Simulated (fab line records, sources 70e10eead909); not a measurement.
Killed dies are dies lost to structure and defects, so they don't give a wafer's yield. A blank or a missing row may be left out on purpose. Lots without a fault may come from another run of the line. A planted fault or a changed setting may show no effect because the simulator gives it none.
fab line records | flow nand_harc | part 1 of 2: steps 1 to 25 of 41
record lots=5 wafers=15 last_day=24
route steps=1159 shown P_CONTACT@223 P_M0@253
lots that met no fault: from a run of the same line without faults
start_h: hours from the record's first day to the start of the lot's first wafer shown | wait_h: hours since the lot's step before | " the same as in the row above | L1.1+2: a row that stands for several wafers | - no value, or no start given | * or withheld: withheld | < > ~ a bound
route shown NAME@n: a module of which the file shows steps, and the number in the route of the first | usual: mean/standard deviation of fault-free wafers | same: alike in all rows | chamber/n: place in a boat | sites: the reading at each site | _std_site: their standard deviation | _edge_site: outer sites' mean less inner sites' | radius_mm: how far each site lies from the wafer's centre | mask NAME#n: copy n | behind: the tool/chamber that last shaped the wafer | hold: why the lot was held/for how many hours/how that ended | device: the transistor (n, p or np) that didn't switch | end of line: the same wafers' tests at the end of the route | a step without rows: its recipe alone | killed: dies lost to structure and defects at the first sort, not the wafer's yield | map: a wafer's dies, x killed, . not, _ none there
set.NAME: the setting as run; set.NAME@STEP: as run at that earlier step | model.NAME: the simulator's own value behind a step, which no gauge read
lots at some steps of the route; a table a step, a row a wafer
services: from which hour (start_h, from the record's first day; less than 0 if before it) a tool's chamber was out of use, for how many hours, and why
## steps
# step NHARC_P_CONTACT_HMDS_05
# recipe time_s=30
# columns lot.wafer tool chamber start_h wait_h
L074.3+4+6 litho_track-01 0 - -
L076.1+2+6 litho_track-06 0 - -
L091.1+2+3 litho_track-06 0 - -
L094.1+3+6 litho_track-04 0 - -
L097.1+2+5 litho_track-01 0 - -
# step NHARC_P_CONTACT_COAT_33
# recipe temp_c=260 time_s=75
# columns lot.wafer tool chamber start_h wait_h
L074.3+4+6 litho_track-01 0 - -
L076.1+2+6 litho_track-06 0 - -
L091.1+2+3 litho_track-06 0 - -
L094.1+3+6 litho_track-04 0 - -
L097.1+2+5 litho_track-01 0 - -
# step NHARC_P_CONTACT_COAT_34
# recipe temp_c=225 time_s=65
# columns lot.wafer tool chamber start_h wait_h
L074.3+4+6 litho_track-01 0 - -
L076.1+2+6 litho_track-06 0 - -
L091.1+2+3 litho_track-06 0 - -
L094.1+3+6 litho_track-04 0 - -
L097.1+2+5 litho_track-01 0 - -
# step NHARC_P_CONTACT_COAT_06
# recipe spin_rpm=1500 resist_thk_nm=90
# columns lot.wafer tool chamber start_h wait_h
L074.3+4+6 litho_track-01 0 - -
L076.1+2+6 litho_track-06 0 - -
L091.1+2+3 litho_track-06 0 - -
L094.1+3+6 litho_track-04 0 - -
L097.1+2+5 litho_track-01 0 - -
# step NHARC_P_CONTACT_SOFTBAKE_07
# recipe temp_c=105 time_s=55
# columns lot.wafer tool chamber start_h wait_h
L074.3+4+6 litho_track-01 0 - -
L076.1+2+6 litho_track-06 0 - -
L091.1+2+3 litho_track-06 0 - -
L094.1+3+6 litho_track-04 0 - -
L097.1+2+5 litho_track-01 0 - -
# step NHARC_P_CONTACT_EBR_08
# columns lot.wafer tool chamber start_h wait_h
L074.3+4+6 litho_track-01 0 - -
L076.1+2+6 litho_track-06 0 - -
L091.1+2+3 litho_track-06 0 - -
L094.1+3+6 litho_track-04 0 - -
L097.1+2+5 litho_track-01 0 - -
# step NHARC_P_CONTACT_EXPOSE_09
# recipe na=1.35 target_cd_nm=90 dose_mj=81.26 mask_id=P_CA
# usual reticle_temp_C=22.99/0.09
# columns lot.wafer tool chamber start_h wait_h mask reticle_temp_C
L074.3 arfi_scanner-02 0 112.27 - P_CA#0 23.09
L074.4 " 0 " " P_CA#0 23.03
L074.6 " 0 " " P_CA#0 23.02
L076.1 arfi_scanner-03 0 125.88 - P_CA#0 22.93
L076.2 " 0 " " P_CA#0 23.08
L076.6 " 0 " " P_CA#0 23.05
L091.1 arfi_scanner-02 0 213.90 - P_CA#0 23.04
L091.2 " 0 " " P_CA#0 23.00
L091.3 " 0 " " P_CA#0 23.02
L094.1 arfi_scanner-03 0 227.82 - P_CA#0 22.88
L094.3 " 0 " " P_CA#0 23.04
L094.6 " 0 " " P_CA#0 23.04
L097.1 arfi_scanner-01 0 243.51 - P_CA#0 22.93
L097.2 " 0 " " P_CA#0 23.08
L097.5 " 0 " " P_CA#0 22.98
# step NHARC_P_CONTACT_PEB_10
# recipe peb_temp_c=100 peb_time_s=65
# columns lot.wafer tool chamber start_h wait_h
L074.3+4+6 litho_track-06 0 112.32 0.0
L076.1+2+6 litho_track-04 0 125.94 0.1
L091.1+2+3 litho_track-06 0 213.96 0.1
L094.1+3+6 litho_track-01 0 227.88 0.1
L097.1+2+5 litho_track-06 0 243.57 0.1
# step NHARC_P_CONTACT_DEVELOP_11
# recipe develop_time_s=35 dev_temp_c=23
# columns lot.wafer tool chamber start_h wait_h
L074.3+4+6 litho_track-06 0 - -
L076.1+2+6 litho_track-04 0 - -
L091.1+2+3 litho_track-06 0 - -
L094.1+3+6 litho_track-01 0 - -
L097.1+2+5 litho_track-06 0 - -
# step NHARC_P_CONTACT_CD_MEAS_12
# recipe target_cd_nm=90 landing_energy_ev=500
# usual cd_nm=89.7/0.62
# columns lot.wafer tool chamber start_h wait_h cd_nm
L074.3 cd_sem-01 0 112.40 - 88.9
L074.4 " 0 " " 89.7
L074.6 " 0 " " 90.1
L076.1 cd_sem-03 0 126.01 - 90.2
L076.2 " 0 " " 89.7
L076.6 " 0 " " 89.3
L091.1 cd_sem-01 0 214.04 - 89.9
L091.2 " 0 " " 88.9
L091.3 " 0 " " 89.0
L094.1 cd_sem-01 0 227.96 - 89.7
L094.3 " 0 " " 89.7
L094.6 " 0 " " 90.1
L097.1 cd_sem-03 0 243.65 - 89.3
L097.2 " 0 " " 89.4
L097.5 " 0 " " 89.4
# step NHARC_P_CONTACT_OVL_MEAS_13
# usual overlay_x_nm=0.0/0.83 overlay_y_nm=0.3/0.87
# columns lot.wafer tool chamber start_h wait_h overlay_x_nm overlay_y_nm
L074.3 overlay-02 - 112.49 - 0.2 -0.4
L074.4 " - " " 0.1 -0.1
L074.6 " - " " -0.2 -0.7
L076.1 overlay-02 - 126.10 - 0.3 1.1
L076.2 " - " " -0.8 1.0
L076.6 " - " " -0.2 0.9
L091.1 overlay-01 - 214.13 - -0.5 -0.2
L091.2 " - " " -0.2 0.1
L091.3 " - " " 0.4 -0.2
L094.1 overlay-02 - 228.04 - -0.1 1.6
L094.3 " - " " -0.5 1.4
L094.6 " - " " -0.7 1.5
L097.1 overlay-02 - 243.74 - 0.9 0.3
L097.2 " - " " 0.4 0.2
L097.5 " - " " 0.5 0.5
# step NHARC_P_CONTACT_INSPECT_14
# usual raw_defect_count=3.4/2.3
# columns lot.wafer tool chamber start_h wait_h raw_defect_count
L074.3 defect_inspect-02 - 112.52 0.0 5
L074.4 " - " " 6
L074.6 " - " " 4
L076.1 defect_inspect-01 - 126.14 0.0 3
L076.2 " - " " 8
L076.6 " - " " 7
L091.1 defect_inspect-01 - 214.17 0.0 1
L091.2 " - " " 0
L091.3 " - " " 0
L094.1 defect_inspect-01 - 228.08 0.0 0
L094.3 " - " " 3
L094.6 " - " " 3
L097.1 defect_inspect-02 - 243.78 0.0 5
L097.2 " - " " 4
L097.5 " - " " 6
# step NHARC_P_CONTACT_DESCUM_17
# recipe time_s=3 o2_flow_sccm=200 ar_flow_sccm=0 bias_power_w=0 chemistry=O2
# usual drypump_motor_current_A=5.6/0.3 oes_product_au=1.004/0.01 rf_vpp_V=57.7/0.91 showerhead_plenum_p_Torr=1.89/0.075 throttle_valve_pct=11.311/0.0085
# columns lot.wafer tool chamber start_h wait_h drypump_motor_current_A oes_product_au rf_hours_counter_h rf_vpp_V showerhead_plenum_p_Torr throttle_valve_pct
L074.3 rie_diel-09 1 112.58 0.1 5.9 1.005 3 59.1 1.94 11.315
L074.4 " 0 " " 5.4 1.009 3 57.9 2.00 11.296
L074.6 " 1 " " 5.9 1.018 - 57.7 1.94 11.314
L076.2 rie_diel-01 3 126.20 0.1 6.0 1.002 56 58.2 1.82 11.308
L076.1 " 0 " " 5.7 1.013 57 59.2 1.94 11.328
L076.6 " 3 " " 6.0 0.995 - 58.5 1.82 11.316
L091.2 rie_diel-13 3 214.23 0.1 5.3 1.001 9 59.1 1.92 11.314
L091.1 " 0 " " 5.6 0.999 8 58.6 1.98 11.322
L091.3 " 2 " " 5.8 1.002 9 56.8 1.79 11.319
L094.3 rie_diel-13 3 228.14 0.1 5.3 1.001 10 57.5 1.92 11.304
L094.1 " 1 " " 5.6 0.999 10 56.5 1.89 11.297
L094.6 " 0 " " 5.6 1.000 - 58.2 1.98 11.308
L097.1 rie_diel-09 3 243.84 0.1 4.9 0.999 15 57.3 1.92 11.319
L097.2 " 2 " " 5.9 1.047 19 58.2 1.79 11.308
L097.5 " 0 " " 5.4 1.007 - 59.2 2.00 11.315
# step NHARC_P_CONTACT_ETCH_35
# recipe target_depth_a=390 over_etch_frac=0.3 time_s=65 ion_energy_ev=80 cf4_flow_sccm=150 ar_flow_sccm=0 rf_w=300 bias_w=100 chemistry=CF4
# usual drypump_motor_current_A=5.59/0.29 oes_product_au=1.001/0.011 rf_vpp_V=151.1/1.1 showerhead_plenum_p_Torr=1.75/0.064 throttle_valve_pct=13.284/0.0092
# columns lot.wafer tool chamber start_h wait_h drypump_motor_current_A oes_product_au rf_hours_counter_h rf_vpp_V showerhead_plenum_p_Torr throttle_valve_pct
L074.4 rie_diel-09 1 112.67 0.1 5.88 0.992 3 151.7 1.79 13.296
L074.3 " 3 " " 4.86 0.982 3 152.0 1.78 13.284
L074.6 " 0 " " 5.44 0.997 - 152.0 1.85 13.291
L076.1 rie_diel-01 1 126.29 0.1 5.38 0.994 57 151.3 1.68 13.278
L076.2 " 3 " " 5.97 0.983 56 150.5 1.69 13.282
L076.6 " 1 " " 5.38 0.981 - 149.5 1.68 13.287
L091.2 rie_diel-13 1 214.32 0.1 5.66 1.002 8 152.4 1.75 13.287
L091.3 " 2 " " 5.80 1.014 9 150.3 1.66 13.285
L091.1 " 3 " " 5.30 1.000 9 152.1 1.78 13.284
L094.1 rie_diel-13 2 228.23 0.1 5.79 1.016 10 149.2 1.66 13.296
L094.3 " 0 " " 5.56 1.008 11 152.7 1.82 13.284
L094.6 " 2 " " 5.76 1.016 - 150.6 1.66 13.290
L097.1 rie_diel-09 2 243.94 0.1 5.92 1.031 19 149.6 1.66 13.280
L097.2 " 3 " " 4.86 0.997 15 150.0 1.78 13.304
L097.5 " 1 " " 5.85 0.999 - 151.2 1.79 13.275
# step NHARC_P_CONTACT_ETCH_36
# recipe target_depth_a=2600 over_etch_frac=0.25 time_s=406.25 ion_energy_ev=200 n2_flow_sccm=150 h2_flow_sccm=150 ar_flow_sccm=0 rf_w=400 bias_w=150 chemistry=N2/H2
# usual drypump_motor_current_A=5.6/0.31 oes_product_au=1.003/0.011 rf_vpp_V=429.8/2.4 showerhead_plenum_p_Torr=2.01/0.082 throttle_valve_pct=14.171/0.0094
# columns lot.wafer tool chamber start_h wait_h drypump_motor_current_A oes_product_au rf_hours_counter_h rf_vpp_V showerhead_plenum_p_Torr throttle_valve_pct
L074.4 rie_diel-09 0 - - 5.5 0.995 3 432.9 2.14 14.156
L074.3 " 3 " " 4.9 0.989 3 430.3 2.06 14.174
L074.6 " 1 " " 5.9 0.997 - 432.5 2.07 14.180
L076.2 rie_diel-01 1 - - 5.4 0.990 57 426.7 1.93 14.167
L076.1 " 2 " " 5.7 1.000 56 426.6 1.90 14.174
L076.6 " 3 " " 5.9 0.990 - 427.5 1.94 14.165
L091.3 rie_diel-13 0 - - 5.6 1.014 8 432.8 2.11 14.184
L091.2 " 2 " " 5.8 1.011 9 428.9 1.90 14.163
L091.1 " 3 " " 5.3 1.000 9 430.0 2.05 14.189
L094.1 rie_diel-13 3 - - 5.3 1.007 10 430.6 2.05 14.162
L094.3 " 1 " " 5.6 0.990 10 428.4 2.02 14.177
L094.6 " 0 " " 5.6 1.004 - 431.8 2.11 14.173
L097.2 rie_diel-09 2 - - 5.9 1.038 19 426.8 1.91 14.163
L097.1 " 1 " " 5.9 0.991 18 430.0 2.07 14.197
L097.5 " 2 " " 5.9 1.027 - 427.0 1.91 14.171
# step NHARC_P_CONTACT_ETCH_18
# recipe target_depth_a=4810 time_s=240.5 c4f8_flow_sccm=20 o2_flow_sccm=10 ar_flow_sccm=withheld rf_w=600 bias_w=1500 chemistry=C4F8/O2/Ar
# usual oes_product_au=0.963/0.019 rf_vpp_V=977/5.3
# columns lot.wafer tool chamber start_h wait_h oes_product_au rf_hours_counter_h rf_vpp_V
L074.4 rie_diel-09 1 - - 0.936 3 980
L074.3 " 3 " " 0.932 3 979
L074.6 " 0 " " 0.933 - 985
L076.2 rie_diel-01 3 - - 0.961 56 971
L076.1 " 0 " " 0.988 57 979
L076.6 " 3 " " 0.968 - 972
L091.2 rie_diel-13 1 - - 0.968 9 976
L091.1 " 2 " " 0.988 9 970
L091.3 " 3 " " 0.953 9 979
L094.1 rie_diel-13 2 - - 0.987 10 971
L094.3 " 0 " " 0.960 11 982
L094.6 " 1 " " 0.984 - 977
L097.1 rie_diel-09 0 - - 0.967 16 983
L097.2 " 1 " " 0.977 18 980
L097.5 " 3 " " 0.956 - 978
# step NHARC_P_CONTACT_STRIP_37
# recipe c4f8_flow_sccm=withheld o2_flow_sccm=8 ar_flow_sccm=withheld bias_w=0 chemistry=C4F8/O2/Ar
# columns lot.wafer tool chamber start_h wait_h
L074.3+4+6 rie_diel-09 0,1,0 - -
L076.2+1+6 rie_diel-01 3,0,2 - -
L091.3+2+1 rie_diel-13 3,0,2 - -
L094.1+3+6 rie_diel-13 3,0,3 - -
L097.1+2+5 rie_diel-09 0,1,0 - -
# step NHARC_P_CONTACT_ETCH_31
# recipe target_depth_a=300 time_s=85.7 ion_energy_ev=120 over_etch_frac=1 ch3f_flow_sccm=50 o2_flow_sccm=30 ar_flow_sccm=200 rf_w=500 bias_w=100 chemistry=CH3F/O2
# usual drypump_motor_current_A=5.63/0.28 oes_product_au=0.981/0.016 rf_vpp_V=243.8/1.5 showerhead_plenum_p_Torr=2.42/0.095 throttle_valve_pct=20.663/0.01
# columns lot.wafer tool chamber start_h wait_h drypump_motor_current_A oes_product_au rf_hours_counter_h rf_vpp_V showerhead_plenum_p_Torr throttle_valve_pct
L074.4 rie_diel-09 3 - - 4.87 0.945 3 244.0 2.48 20.665
L074.3 " 0 " " 5.44 0.968 3 247.1 2.57 20.668
L074.6 " 0 " " 5.43 0.966 - 246.2 2.57 20.673
L076.2 rie_diel-01 3 - - 5.96 0.983 56 242.8 2.34 20.660
L076.1 " 0 " " 5.66 0.999 57 243.8 2.50 20.675
L076.6 " 1 " " 5.33 0.981 - 242.1 2.34 20.668
L091.1 rie_diel-13 2 - - 5.81 1.002 9 243.5 2.31 20.658
L091.3 " 3 " " 5.32 0.986 9 244.0 2.47 20.664
L091.2 " 1 " " 5.64 0.986 9 243.5 2.43 20.650
L094.3 rie_diel-13 3 - - 5.28 0.977 11 244.2 2.47 20.657
L094.1 " 2 " " 5.81 1.005 10 241.8 2.31 20.675
L094.6 " 0 " " 5.52 0.973 - 245.0 2.53 20.660
L097.2 rie_diel-09 2 - - 5.91 1.015 19 243.8 2.31 20.662
L097.1 " 0 " " 5.41 1.000 16 246.6 2.57 20.665
L097.5 " 1 " " 5.88 0.998 - 244.3 2.49 20.654
# step NHARC_P_CONTACT_CD_MEAS_19
# usual cd_nm=89.8/2.3
# columns lot.wafer tool chamber start_h wait_h cd_nm
L074.3 cd_sem-01 - 113.46 - 87.7
L074.4 " - " " 90.9
L074.6 " - " " 87.8
L076.1 cd_sem-01 - 127.08 - 93.6
L076.2 " - " " 90.9
L076.6 " - " " 89.9
L091.1 cd_sem-02 - 215.10 - 93.6
L091.2 " - " " 91.8
L091.3 " - " " 90.1
L094.1 cd_sem-01 - 229.01 - 91.4
L094.3 " - " " 89.0
L094.6 " - " " 91.8
L097.1 cd_sem-01 - 244.71 - 85.9
L097.2 " - " " 85.8
L097.5 " - " " 89.2
# step NHARC_P_CONTACT_STRIP_28
# recipe o2_flow_sccm=500 ar_flow_sccm=0 bias_w=0 chemistry=O2
# usual drypump_motor_current_A=5.60/0.28 oes_product_au=1.002/0.011 rf_vpp_V=57.8/0.83 showerhead_plenum_p_Torr=3.50/0.12 throttle_valve_pct=17.036/0.0094
# columns lot.wafer tool chamber start_h wait_h drypump_motor_current_A oes_product_au rf_hours_counter_h rf_vpp_V showerhead_plenum_p_Torr throttle_valve_pct
L074.4 rie_diel-13 3 113.54 0.1 5.30 1.005 0 57.8 3.55 17.038
L074.3 " 1 " " 5.65 1.001 1 58.1 3.50 17.027
L074.6 " 2 " " 5.83 1.008 - 57.6 3.32 17.056
L076.2 rie_diel-09 0 127.17 0.1 5.45 0.989 5 59.4 3.68 17.041
L076.1 " 2 " " 5.94 1.011 5 57.6 3.33 17.057
L076.6 " 3 " " 4.86 1.011 - 57.9 3.55 17.036
L091.1 rie_diel-13 0 215.18 0.1 5.58 1.004 9 58.1 3.64 17.026
L091.3 " 1 " " 5.64 0.989 9 57.8 3.50 17.053
L091.2 " 2 " " 5.81 1.012 9 58.5 3.32 17.033
L094.3 rie_diel-13 3 229.11 0.1 5.32 0.983 11 57.3 3.55 17.030
L094.1 " 1 " " 5.65 1.001 10 58.4 3.49 17.026
L094.6 " 3 " " 5.30 0.996 - 55.7 3.55 17.023
L097.2 rie_diel-13 0 244.82 0.1 5.55 0.993 12 58.2 3.63 17.036
L097.1 " 1 " " 5.67 0.997 12 58.7 3.49 17.030
L097.5 " 3 " " 5.34 0.993 - 57.7 3.54 17.048
# step NHARC_P_CONTACT_STRIP_29
# recipe time_s=1200 temp_c=72.5 chemistry=post_etch_residue_remover
# usual bath_heat_duty_pct=14.4/1.1
# columns lot.wafer tool chamber start_h wait_h bath_heat_duty_pct
L074.6 wet_bench-02 0 113.73 - 15.2
L074.4 " 1 " " 15.1
L074.3 " 3 " " 13.8
L076.1 wet_bench-02 0 127.33 - 14.9
L076.6 " 1 " " 15.1
L076.2 " 3 " " 13.1
L091.3 wet_bench-02 0 215.38 - 15.5
L091.1 " 1 " " 14.6
L091.2 " 2 " " 13.2
L094.1 wet_bench-01 1 229.29 - 14.6
L094.3 " 2 " " 13.7
L094.6 " 5 " " 14.5
L097.5 wet_bench-02 4 244.97 - 13.6
L097.1 " 7 " " 16.1
L097.2 " 0 " " 15.3
# step NHARC_P_CONTACT_DEGAS_38
# recipe temp_c=300 time_s=60
# usual heater_power_w=457/35
# columns lot.wafer tool chamber start_h wait_h heater_power_w
L074.3 pvd_sputter-02 - 114.16 - 500
L074.4 " - " " 399
L074.6 " - " " 496
L076.2 pvd_sputter-01 - 127.79 - 478
L076.1 " - " " 473
L076.6 " - " " 466
L091.2 pvd_sputter-01 - 215.82 - 460
L091.1 " - " " 503
L091.3 " - " " 455
L094.1 pvd_sputter-03 - 229.74 - 505
L094.3 " - " " 451
L094.6 " - " " 422
L097.2 pvd_sputter-02 - 245.43 - 418
L097.1 " - " " 452
L097.5 " - " " 418
# step NHARC_P_CONTACT_PRE_CLEAN_39
# recipe time_s=19.5 bias_v=250 gas=Ar
# columns lot.wafer tool chamber start_h wait_h
L074.4+3+6 pvd_sputter-02 - - -
L076.1+2+6 pvd_sputter-01 - - -
L091.1+3+2 pvd_sputter-01 - - -
L094.1+3+6 pvd_sputter-03 - - -
L097.2+1+5 pvd_sputter-02 - - -
# step NHARC_P_CONTACT_PVD_32
# recipe target_thk_a=50 chamber_pressure_pa=5 power_w=5000 substrate_temp_c=200 time_s=17.7 material=Ti
# usual throttle_valve_pct=30.0/1.1
# columns lot.wafer tool chamber start_h wait_h throttle_valve_pct
L074.4 pvd_sputter-02 - - - 31.4
L074.3 " - " " 28.3
L074.6 " - " " 31.0
L076.2 pvd_sputter-01 - - - 31.8
L076.1 " - " " 29.6
L076.6 " - " " 31.9
L091.1 pvd_sputter-01 - - - 28.4
L091.2 " - " " 29.0
L091.3 " - " " 28.7
L094.3 pvd_sputter-03 - - - 31.2
L094.1 " - " " 29.9
L094.6 " - " " 29.7
L097.2 pvd_sputter-02 - - - 30.3
L097.1 " - " " 27.3
L097.5 " - " " 30.7
# step NHARC_P_CONTACT_ALD_22
# recipe target_thk_a=30 pulse_time_s=1 ald_cycles=150 temp_c=450 material=TiN
# usual heater_power_outer_w=700/72 heater_power_w=1097/98 precursor_pulse_height_rel=1.001/0.02
# columns lot.wafer tool chamber start_h wait_h heater_power_outer_w heater_power_w precursor_pulse_height_rel
L074.4 ald_metal-02 1 114.40 - 832 1253 1.033
L074.3 " 2 " " 720 1182 1.017
L074.6 " 2 " " 732 1217 0.989
L076.2 ald_metal-01 2 128.03 - 709 1097 1.046
L076.1 " 1 " " 636 995 0.995
L076.6 " 3 " " 624 970 1.000
L091.3 ald_metal-01 1 216.06 - 646 986 1.011
L091.1 " 3 " " 621 972 0.991
L091.2 " 0 " " 577 964 1.019
L094.3 ald_metal-02 3 229.98 - 664 1133 1.001
L094.1 " 1 " " 828 1226 1.019
L094.6 " 0 " " 757 1124 1.041
L097.2 ald_metal-02 0 245.67 - 748 1085 1.013
L097.1 " 3 " " 665 1133 1.000
L097.5 " 1 " " 830 1199 1.031
